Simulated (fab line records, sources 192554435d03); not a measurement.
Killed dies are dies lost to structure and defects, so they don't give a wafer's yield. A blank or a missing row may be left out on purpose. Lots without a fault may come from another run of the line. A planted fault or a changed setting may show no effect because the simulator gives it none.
Which tool did it? | flow n5_finfet | 24 lots, 72 wafers sampled, at 5 steps of a route of 1938

WHAT THE GAUGES READ, wafer by wafer
N5_BEOL_M15_INSPECT_12: inspects for defects (macro). Usual: raw_defect_count 2.1, standard deviation 1.4.
lot  | measured     | on                | raw_defect_count | flag
L076 | day 11 08:49 | defect_inspect-01 | 3 2 3            |
L074 | day 11 18:55 | defect_inspect-01 | 4 2 4            |
L075 | day 11 20:13 | defect_inspect-01 | 2 0 1            |
L081 | day 12 19:59 | defect_inspect-02 | 2 4 2            |
L077 | day 12 20:14 | defect_inspect-02 | 1 5 4            |
L078 | day 12 20:22 | defect_inspect-02 | 1 2 2            |
L079 | day 13 03:14 | defect_inspect-02 | 4 1 3            |
L080 | day 13 03:56 | defect_inspect-02 | 4 3 0            |
L082 | day 13 16:31 | defect_inspect-02 | 0 2 1            |
L084 | day 14 01:06 | defect_inspect-01 | 6 1 4            |
L083 | day 14 01:58 | defect_inspect-02 | 2 1 1            |
L085 | day 14 08:30 | defect_inspect-01 | 4 2 4            |
L086 | day 14 11:06 | defect_inspect-02 | 1 4 2            |
L087 | day 14 17:50 | defect_inspect-02 | 1 2 1            |
L089 | day 14 22:05 | defect_inspect-01 | 1 0 1            |
L088 | day 15 00:32 | defect_inspect-02 | 5 0 3            |
L090 | day 15 01:52 | defect_inspect-02 | 3 1 5            |
L091 | day 15 08:46 | defect_inspect-01 | 3 4 1            |
L093 | day 16 07:08 | defect_inspect-02 | 2 1 2            |
L092 | day 16 09:41 | defect_inspect-01 | 3 1 2            |
L095 | day 16 12:35 | defect_inspect-02 | 1 1 2            |
L094 | day 16 13:14 | defect_inspect-01 | 1 4 5            |
L096 | day 16 19:32 | defect_inspect-02 | 3 3 2            |
L097 | day 16 23:11 | defect_inspect-02 | 1 1 1            |

N5_MIM_BOT_LITHO_OVL_MEAS_11. Usual: MIM_BOT_OVL 1 nm, standard deviation 5.1.
lot  | measured     | on         | MIM_BOT_OVL (nm) | flag
L076 | day 11 18:44 | overlay-02 | -4 -9 -12        |
L074 | day 12 09:54 | overlay-02 | -7 1 -2          |
L075 | day 12 11:42 | overlay-01 | 1 2 0            |
L081 | day 13 06:36 | overlay-02 | 1 2 -4           |
L077 | day 13 06:47 | overlay-02 | 2 -4 -4          |
L078 | day 13 08:14 | overlay-02 | 9 5 2            |
L079 | day 13 12:28 | overlay-01 | -2 -6 -6         |
L080 | day 13 14:42 | overlay-02 | 9 2 2            |
L082 | day 14 01:08 | overlay-02 | 6 5 12           |
L084 | day 14 10:43 | overlay-02 | 4 3 2            |
L083 | day 14 10:53 | overlay-01 | 8 3 5            |
L085 | day 14 21:07 | overlay-01 | -7 0 -6          |
L086 | day 14 23:04 | overlay-01 | -3 3 2           |
L087 | day 15 02:58 | overlay-01 | -5 5 -1          |
L089 | day 15 08:27 | overlay-01 | -4 7 9           |
L088 | day 15 12:04 | overlay-02 | -2 3 4           |
L090 | day 15 12:19 | overlay-01 | 1 -5 -3          |
L091 | day 15 17:35 | overlay-01 | 4 4 1            |
L093 | day 16 21:25 | overlay-02 | -1 6 7           |
L092 | day 17 01:06 | overlay-02 | 6 0 2            |
L095 | day 17 02:33 | overlay-02 | -4 6 -2          |
L094 | day 17 02:57 | overlay-02 | 6 10 2           |
L096 | day 17 07:35 | overlay-02 | 6 11 3           |
L097 | day 17 07:44 | overlay-02 | 12 7 6           |

WHICH TOOL RAN EACH LOT (tool, then ch and the chambers of the sampled wafers, then the start)
lot  | N5_BEOL_M14_STRIP_37               | N5_BEOL_M15_ETCH_59                | N5_BEOL_M15_STRIP_62
L076 | rie_diel-04 ch 0,2,3, day 11 06:26 | rie_diel-01 ch 0,1, day 11 09:04   | rie_diel-03 ch 0,1, day 11 18:44 or earlier
L074 | rie_diel-04 ch 1,2, day 11 16:11   | rie_diel-01 ch 0,1,2, day 11 18:59 | rie_diel-02 ch 0,1, day 12 09:54 or earlier
L075 | rie_diel-06 ch 0,1,3, day 11 17:10 | rie_diel-03 ch 0,1,3, day 11 20:17 | rie_diel-02 ch 0,2, day 12 11:42 or earlier
L081 | rie_diel-06 ch 0,1,3, day 12 16:17 | rie_diel-01 ch 1,2, day 12 20:04   | rie_diel-02 ch 2,3, day 13 06:36 or earlier
L077 | rie_diel-04 ch 0,1, day 12 16:44   | rie_diel-02 ch 1,2, day 12 20:18   | rie_diel-03 ch 0,1, day 13 06:47 or earlier
L078 | rie_diel-06 ch 0,2, day 12 16:53   | rie_diel-03 ch 0,1,3, day 12 20:26 | rie_diel-01 ch 0,1,2, day 13 08:14 or earlier
L079 | rie_diel-05 ch 0,1, day 12 23:53   | rie_diel-03 ch 0,1,2, day 13 03:19 | rie_diel-01 ch 0,1,3, day 13 12:28 or earlier
L080 | rie_diel-06 ch 2,3, day 13 00:46   | rie_diel-03 ch 1,2,3, day 13 04:01 | rie_diel-01 ch 0,1,2, day 13 14:42 or earlier
L082 | rie_diel-04 ch 0,1,3, day 13 13:56 | rie_diel-03 ch 0,1,3, day 13 16:35 | rie_diel-02 ch 0,1,2, day 14 01:08 or earlier
L084 | rie_diel-05 ch 0,1,2, day 13 20:25 | rie_diel-02 ch 0,3, day 14 01:10   | rie_diel-02 ch 2, day 14 10:43 or earlier
L083 | rie_diel-05 ch 0,2, day 13 23:37   | rie_diel-03 ch 0,2,3, day 14 02:19 | rie_diel-01 ch 0,3, day 14 10:53 or earlier
L085 | rie_diel-06 ch 2,3, day 14 05:56   | rie_diel-02 ch 0,1, day 14 08:34   | rie_diel-03 ch 0,1,3, day 14 21:07 or earlier
L086 | rie_diel-04 ch 0,2,3, day 14 08:04 | rie_diel-02 ch 0,1,2, day 14 11:10 | rie_diel-03 ch 0,1,3, day 14 23:04 or earlier
L087 | rie_diel-04 ch 0,1,3, day 14 14:07 | rie_diel-03 ch 0,1,3, day 14 17:55 | rie_diel-01 ch 0,1, day 15 02:58 or earlier
L089 | rie_diel-06 ch 0,3, day 14 19:44   | rie_diel-03 ch 0,2,3, day 14 22:09 | rie_diel-02 ch 0,1,2, day 15 08:27 or earlier
L088 | rie_diel-04 ch 1,2,3, day 14 21:09 | rie_diel-03 ch 1,3, day 15 01:02   | rie_diel-03 ch 0,2, day 15 12:04 or earlier
L090 | rie_diel-05 ch 1,2, day 14 22:05   | rie_diel-03 ch 0,1,3, day 15 01:59 | rie_diel-03 ch 0,1,2, day 15 12:19 or earlier
L091 | rie_diel-06 ch 2,3, day 15 06:13   | rie_diel-02 ch 0,2, day 15 08:50   | rie_diel-03 ch 0,1,2, day 15 17:35 or earlier
L093 | rie_diel-04 ch 1,2,3, day 16 04:25 | rie_diel-01 ch 0,1,3, day 16 07:12 | rie_diel-01 ch 0,1,2, day 16 21:25 or earlier
L092 | rie_diel-06 ch 0,1, day 16 06:35   | rie_diel-03 ch 1,2,3, day 16 09:49 | rie_diel-02 ch 0,2, day 17 01:06 or earlier
L095 | rie_diel-06 ch 1,2,3, day 16 09:46 | rie_diel-03 ch 0,1,2, day 16 12:40 | rie_diel-03 ch 0,1,3, day 17 02:33 or earlier
L094 | rie_diel-05 ch 1,2, day 16 10:47   | rie_diel-01 ch 0,1, day 16 13:19   | rie_diel-02 ch 2,3, day 17 02:57 or earlier
L096 | rie_diel-04 ch 1,2,3, day 16 16:40 | rie_diel-01 ch 1,2,3, day 16 19:37 | rie_diel-02 ch 0,2,3, day 17 07:35 or earlier
L097 | rie_diel-05 ch 2,3, day 16 20:23   | rie_diel-03 ch 0,1,3, day 16 23:16 | rie_diel-03 ch 1,2, day 17 07:44 or earlier
- N5_BEOL_M14_STRIP_37: strips in O2.
- N5_BEOL_M15_ETCH_59: etches BARC in N2/H2, target depth 89 nm, overetch 26.7 nm, time 67.9 s.
- N5_BEOL_M15_STRIP_62: strips in O2.

WHAT THE TOOLS THEMSELVES READ (means of the sampled wafers that have a number; where no wafer has one, the mark that the record gives instead)
N5_BEOL_M14_STRIP_37. Usual: drypump_motor_current_A 5.6 A, standard deviation 0.56; oes_product_au 0.82 a.u., standard deviation 0.081; rf_vpp_V 3.5 V, standard deviation 0.86; showerhead_plenum_p_Torr 2.11 Torr, standard deviation 0.078; throttle_valve_pct 16.69 %, standard deviation 0.18.
lot  | tool        | drypump_motor_current_A (A) | oes_product_au (a.u.) | rf_vpp_V (V) | showerhead_plenum_p_Torr (Torr) | throttle_valve_pct (%) | flag
L076 | rie_diel-04 | 6.2                         | 0.79                  | 4.0          | 2.06                            | 16.71                  |
L074 | rie_diel-04 | 5.8                         | 0.92                  | 3.5          | 2.08                            | 16.63                  |
L075 | rie_diel-06 | 5.6                         | 0.82                  | 3.6          | 2.06                            | 16.69                  |
L081 | rie_diel-06 | 5.6                         | 0.81                  | 3.4          | 2.06                            | 16.71                  |
L077 | rie_diel-04 | 6.2                         | 0.86                  | 3.2          | 2.15                            | 16.83                  |
L078 | rie_diel-06 | 5.5                         | 0.81                  | 3.1          | 2.16                            | 16.57                  |
L079 | rie_diel-05 | 5.0                         | 0.89                  | 3.1          | 2.24                            | 16.68                  |
L080 | rie_diel-06 | 5.3                         | 0.76                  | 4.1          | 2.18                            | 16.61                  |
L082 | rie_diel-04 | 6.3                         | 0.78                  | 4.0          | 2.10                            | 16.89                  |
L084 | rie_diel-05 | 5.1                         | 0.84                  | 3.0          | 2.19                            | 16.60                  |
L083 | rie_diel-05 | 5.0                         | 0.86                  | 3.4          | 2.20                            | 16.63                  |
L085 | rie_diel-06 | 5.6                         | 0.77                  | 3.8          | 2.14                            | 16.70                  |
L086 | rie_diel-04 | 6.2                         | 0.76                  | 3.9          | 2.05                            | 16.74                  |
L087 | rie_diel-04 | 6.3                         | 0.77                  | 3.7          | 2.09                            | 16.89                  |
L089 | rie_diel-06 | 6.1                         | 0.85                  | 2.2          | 2.06                            | 16.67                  |
L088 | rie_diel-04 | 6.0                         | 0.83                  | 2.9          | 2.06                            | 16.84                  |
L090 | rie_diel-05 | 5.3                         | 0.81                  | 3.2          | 2.14                            | 16.52                  |
L091 | rie_diel-06 | 5.4                         | 0.74                  | 3.1          | 2.17                            | 16.67                  |
L093 | rie_diel-04 | 5.9                         | 0.81                  | 2.9          | 2.05                            | 16.87                  |
L092 | rie_diel-06 | 5.3                         | 0.90                  | 4.3          | 2.03                            | 16.46                  |
L095 | rie_diel-06 | 5.3                         | 0.79                  | 3.6          | 2.11                            | 16.62                  |
L094 | rie_diel-05 | 5.3                         | 0.81                  | 3.5          | 2.16                            | 16.66                  |
L096 | rie_diel-04 | 5.9                         | 0.79                  | 3.0          | 2.05                            | 16.87                  |
L097 | rie_diel-05 | 5.6                         | 0.81                  | 4.6          | 2.11                            | 16.49                  |

N5_BEOL_M15_ETCH_59. Usual: drypump_motor_current_A 6.0 A, standard deviation 0.42; oes_product_au 0.65 a.u., standard deviation 0.067; rf_vpp_V 524.5 V, standard deviation 2.3; showerhead_plenum_p_Torr 2.56 Torr, standard deviation 0.078; throttle_valve_pct 17.91 %, standard deviation 0.3.
lot  | tool        | drypump_motor_current_A (A) | oes_product_au (a.u.) | rf_vpp_V (V) | showerhead_plenum_p_Torr (Torr) | throttle_valve_pct (%) | flag
L076 | rie_diel-01 | 5.3                         | 0.67                  | 525.0        | 2.59                            | 17.78                  |
L074 | rie_diel-01 | 5.4                         | 0.70                  | 525.4        | 2.57                            | 17.95                  |
L075 | rie_diel-03 | 6.1                         | 0.66                  | 526.8        | 2.60                            | 17.82                  |
L081 | rie_diel-01 | 5.6                         | 0.74                  | 523.3        | 2.52                            | 17.86                  |
L077 | rie_diel-02 | 5.9                         | 0.61                  | 524.2        | 2.55                            | 18.22                  |
L078 | rie_diel-03 | 6.1                         | 0.65                  | 526.4        | 2.60                            | 17.84                  |
L079 | rie_diel-03 | 6.1                         | 0.62                  | 524.3        | 2.54                            | 17.87                  |
L080 | rie_diel-03 | 6.2                         | 0.65                  | 524.9        | 2.56                            | 17.88                  |
L082 | rie_diel-03 | 6.1                         | 0.65                  | 526.0        | 2.60                            | 17.85                  |
L084 | rie_diel-02 | 5.8                         | 0.63                  | 522.6        | 2.53                            | 18.26                  |
L083 | rie_diel-03 | 6.4                         | 0.65                  | 526.0        | 2.60                            | 17.71                  |
L085 | rie_diel-02 | 5.8                         | 0.64                  | 521.2        | 2.47                            | 18.08                  |
L086 | rie_diel-02 | 5.9                         | 0.65                  | 522.9        | 2.55                            | 18.07                  |
L087 | rie_diel-03 | 6.1                         | 0.65                  | 526.0        | 2.59                            | 17.86                  |
L089 | rie_diel-03 | 6.4                         | 0.65                  | 525.3        | 2.59                            | 17.72                  |
L088 | rie_diel-03 | 6.0                         | 0.64                  | 524.8        | 2.56                            | 18.06                  |
L090 | rie_diel-03 | 6.1                         | 0.65                  | 525.7        | 2.59                            | 17.87                  |
L091 | rie_diel-02 | 5.9                         | 0.69                  | 525.4        | 2.61                            | 17.93                  |
L093 | rie_diel-01 | 5.7                         | 0.70                  | 522.5        | 2.52                            | 17.68                  |
L092 | rie_diel-03 | 6.2                         | 0.63                  | 524.5        | 2.55                            | 17.93                  |
L095 | rie_diel-03 | 6.1                         | 0.60                  | 523.6        | 2.53                            | 17.91                  |
L094 | rie_diel-01 | 5.3                         | 0.64                  | 524.4        | 2.57                            | 17.86                  |
L096 | rie_diel-01 | 5.8                         | 0.73                  | 522.7        | 2.51                            | 17.84                  |
L097 | rie_diel-03 | 6.1                         | 0.63                  | 524.9        | 2.59                            | 17.90                  |

N5_BEOL_M15_STRIP_62. Usual: drypump_motor_current_A 5.9 A, standard deviation 0.37; oes_product_au 0.78 a.u., standard deviation 0.096; rf_vpp_V 3.6 V, standard deviation 0.49; showerhead_plenum_p_Torr 2.12 Torr, standard deviation 0.059; throttle_valve_pct 16.77 %, standard deviation 0.27.
lot  | tool        | drypump_motor_current_A (A) | oes_product_au (a.u.) | rf_vpp_V (V) | showerhead_plenum_p_Torr (Torr) | throttle_valve_pct (%) | flag
L076 | rie_diel-03 | 6.0                         | 0.73                  | 3.6          | 2.15                            | 16.77                  |
L074 | rie_diel-02 | 5.8                         | 0.77                  | 3.3          | 2.06                            | 16.93                  |
L075 | rie_diel-02 | 6.0                         | 0.79                  | 3.4          | 2.17                            | 16.75                  |
L081 | rie_diel-02 | 5.8                         | 0.68                  | 3.5          | 2.10                            | 17.13                  |
L077 | rie_diel-03 | 5.8                         | 0.72                  | 3.8          | 2.12                            | 16.94                  |
L078 | rie_diel-01 | 5.4                         | 0.80                  | 3.6          | 2.13                            | 16.72                  |
L079 | rie_diel-01 | 5.7                         | 0.86                  | 3.7          | 2.10                            | 16.47                  |
L080 | rie_diel-01 | 5.4                         | 0.79                  | 4.0          | 2.13                            | 16.72                  |
L082 | rie_diel-02 | 5.9                         | 0.77                  | 3.4          | 2.12                            | 16.86                  |
L084 | rie_diel-02 | 6.0                         | 0.72                  | 3.1          | 2.17                            | 16.88                  |
L083 | rie_diel-01 | 5.9                         | 0.87                  | 3.6          | 2.08                            | 16.40                  |
L085 | rie_diel-03 | 6.1                         | 0.75                  | 3.5          | 2.16                            | 16.78                  |
L086 | rie_diel-03 | 6.1                         | 0.75                  | 3.6          | 2.16                            | 16.78                  |
L087 | rie_diel-01 | 5.4                         | 0.80                  | 3.7          | 2.11                            | 16.57                  |
L089 | rie_diel-02 | 5.9                         | 0.76                  | 3.6          | 2.11                            | 16.88                  |
L088 | rie_diel-03 | 6.2                         | 0.70                  | 3.8          | 2.14                            | 16.71                  |
L090 | rie_diel-03 | 6.1                         | 0.71                  | 3.4          | 2.11                            | 16.86                  |
L091 | rie_diel-03 | 6.1                         | 0.70                  | 3.3          | 2.11                            | 16.86                  |
L093 | rie_diel-01 | 5.4                         | 0.77                  | 3.4          | 2.12                            | 16.76                  |
L092 | rie_diel-02 | 5.9                         | 0.80                  | 3.7          | 2.16                            | 16.70                  |
L095 | rie_diel-03 | 6.1                         | 0.74                  | 3.7          | 2.15                            | 16.81                  |
L094 | rie_diel-02 | 5.8                         | 0.87                  | 3.5          | 2.10                            | 16.81                  |
L096 | rie_diel-02 | 5.9                         | 0.83                  | 4.0          | 2.13                            | 16.77                  |
L097 | rie_diel-03 | 5.9                         | 0.68                  | 3.4          | 2.08                            | 17.02                  |

THE ANSWER, worked out from the rows above alone
Rule: a lot is off if the mean of its wafers that have a number lies more than 3 standard deviations from the usual mean. A lot without any number at a reading at which 4 lots or more have one is off too. The other lots that the step has rows for count as sound. The gauges are gone through in route order, then the tools' own readings, and for those a lot's mean is taken as printed above. The first step at which some lot is off is used, and at that step the reading that is off furthest; a lot without a number counts as furthest.
No lot is off at any reading shown: from this, nothing can be told.

WHAT THE SIMULATOR HAD PUT IN
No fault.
